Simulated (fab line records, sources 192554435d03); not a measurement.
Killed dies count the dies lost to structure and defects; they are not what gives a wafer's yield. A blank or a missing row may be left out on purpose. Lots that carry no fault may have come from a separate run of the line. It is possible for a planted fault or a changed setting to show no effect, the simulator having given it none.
Split-lot experiment + flow n5-finfet + route with 1938 steps; 7 lots, 21 wafers read

ON THE SPLIT
At N5_BEOL_M5_VIA_ETCH_34 (etches SiCOH lowk in C4F6/O2, target depth 88.3 nm, time 39.2 s), the setting source-w was moved away from the recipe's 345 W on 5 of the 21 wafers read, by -7.5% to +14.3%. For the rest of the wafers, this setting stayed at what the recipe calls for.

Reading taken at the split's own step.

THE READING
rf-vpp-V, in V, at N5_BEOL_M5_VIA_ETCH_34 (etches SiCOH lowk in C4F6/O2, target depth 88.3 nm, time 39.2 s). On this fab line, fault-free wafers typically give 659 V with a standard deviation of 13 V.

| wafer  | tool, chamber at the split | source-w as run, W | against the recipe | rf-vpp-V, V | against lot-mates on the recipe |
|--------|----------------------------|--------------------|--------------------|-------------|---------------------------------|
| L077.1 | rie-diel-06, 1             | 371.7              | +7.7%              | 614         | -62                             |
| L077.5 | rie-diel-06, 0             | 345                | recipe             | 676         | -                               |
| L077.6 | rie-diel-06, 3             | 371.7              | +7.7%              | 647         | -29                             |
| L078.3 | rie-diel-01, 2             | 345                | recipe             | 655         | -                               |
| L078.4 | rie-diel-01, 2             | 345                | recipe             | 655         | -                               |
| L078.5 | rie-diel-01, 3             | 345                | recipe             | 640         | -                               |
| L076.2 | rie-diel-01, 0             | 319.2              | -7.5%              | 686         | +29                             |
| L076.5 | rie-diel-01, 0             | 345                | recipe             | 659         | -                               |
| L076.6 | rie-diel-01, 2             | 345                | recipe             | 655         | -                               |
| L086.3 | rie-diel-05, 3             | 345                | recipe             | 666         | -                               |
| L086.4 | rie-diel-05, 1             | 345                | recipe             | 670         | -                               |
| L086.6 | rie-diel-05, 3             | 345                | recipe             | 667         | -                               |
| L087.3 | rie-diel-05, 0             | 345                | recipe             | 653         | -                               |
| L087.5 | rie-diel-05, 3             | 345                | recipe             | 666         | -                               |
| L087.6 | rie-diel-05, 2             | 345                | recipe             | 648         | -                               |
| L089.2 | rie-diel-06, 2             | 394.3              | +14.3%             | 598         | -77                             |
| L089.4 | rie-diel-06, 0             | 345                | recipe             | 675         | -                               |
| L089.6 | rie-diel-06, 0             | 394.3              | +14.3%             | 631         | -44                             |
| L096.2 | rie-diel-06, 0             | 345                | recipe             | 676         | -                               |
| L096.5 | rie-diel-06, 0             | 345                | recipe             | 675         | -                               |
| L096.6 | rie-diel-06, 3             | 345                | recipe             | 672         | -                               |

FIT RESULTS
A straight line over all 21 wafers: rf-vpp-V changes by -3.5 V for each +1% of source-w; r = -0.82; the points scatter about the line by 13 V.
The same after taking each lot's own level away (the mean of its wafers on the recipe; 21 wafers): -4.48 V for each +1%; r = -0.93; scatter 9.5 V.
Per that fit: largest source-w move, reading shift of 64 V.
Across the lots, their own levels run from 650.0 to 676.0 V, a range of 2.0 times the standard deviation given above.
So the lot-to-lot level changes the slope: the two fits differ.
Check: with one of the wafers moved furthest among these (+14.3%) left out of the fit, the line predicts -58.4 V for it against its lot-mates. It came out at -77 V against them.
Tool readings at the split's step, against how far the setting was moved: rf-vpp-V r = -0.82.

FURTHER SPLITS ON THESE WAFERS
Note: prior to the reading, these wafers also went through further splits. Each is held against what the fit with the lots' levels taken away leaves over:
| other split on the same wafers | wafers away from the commonest value | r with rf-vpp-V (lot level and that fit taken away) |
|--------------------------------|--------------------------------------|-----------------------------------------------------|
| N5_BEOL_M4_COAT_05 spin-rpm    | 7                                    | +0.21                                               |

FILE'S OWN FIT
rf-vpp-V changes by -4.48 V for each +1% of source-w, r = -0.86.
